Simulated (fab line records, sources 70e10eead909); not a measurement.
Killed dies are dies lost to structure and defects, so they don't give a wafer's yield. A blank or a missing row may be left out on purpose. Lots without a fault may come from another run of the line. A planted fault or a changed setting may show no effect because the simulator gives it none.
Chamber matching | flow nand_harc | NHARC_A_STAIRCASE_TRIM_229 on rie_diel-03: 4 sister chambers
The step chemistry O2, time 211.2 s. 7 wafers are shown with their chamber, then 8 later ones without.

WAFERS WITH THEIR CHAMBER
wafer  | chamber | oes_product_au (a.u.) | showerhead_plenum_p_Torr (Torr)
L075.6 | 1       | 1.006                 | 3.64
L082.2 | 2       | 1.004                 | 3.27
L085.6 | 2       | 0.992                 | 3.80
L088.2 | 0       | 0.992                 | 3.46
L088.3 | 3       | 1.038                 | 3.48
L088.5 | 3       | 1.029                 | 3.48
L090.1 | 0       | 0.993                 | 3.46

WAFERS WITHOUT THEIR CHAMBER
wafer  | oes_product_au (a.u.) | showerhead_plenum_p_Torr (Torr)
L090.3 | 1.008                 | 3.61
L090.6 | 0.998                 | 3.46
L096.2 | 0.984                 | 3.78
L096.4 | 1.008                 | 3.44
L096.6 | 1.000                 | 3.44
L097.1 | 0.980                 | 3.78
L097.3 | 1.019                 | 3.60
L097.5 | 1.009                 | 3.44

WHICH CHAMBER EACH WENT THROUGH
wafer  | from the rows above          | in truth
L090.3 | can't be placed: 1 or 2      | 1
L090.6 | can't be placed: 2 or 0 or 1 | 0
L096.2 | can't be placed: 0 or 2 or 1 | 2
L096.4 | can't be placed: 1 or 2 or 0 | 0
L096.6 | can't be placed: 2 or 0 or 1 | 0
L097.1 | can't be placed: 0 or 2 or 1 | 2
L097.3 | can't be placed: 1 or 3 or 2 | 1
L097.5 | can't be placed: 1 or 2 or 0 | 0
Placed correctly: 0 of 8. Can't be placed from these rows: 8 (the true chamber is among the candidates in 8). Placed wrongly: 0.
How it was worked out, from the rows above alone: a wafer's distance from a chamber is the root of the sum, over the readings, of the square of ((its reading less the chamber's mean) divided by the reading's scatter). The wafer belongs to the nearest chamber; if the next one is less than 2 further off, it can't be placed. A chamber's mean is the mean of its shown wafers. The scatter: the root of (the sum of the squares of (reading less its chamber's mean) over the shown wafers, divided by (wafers less chambers)).
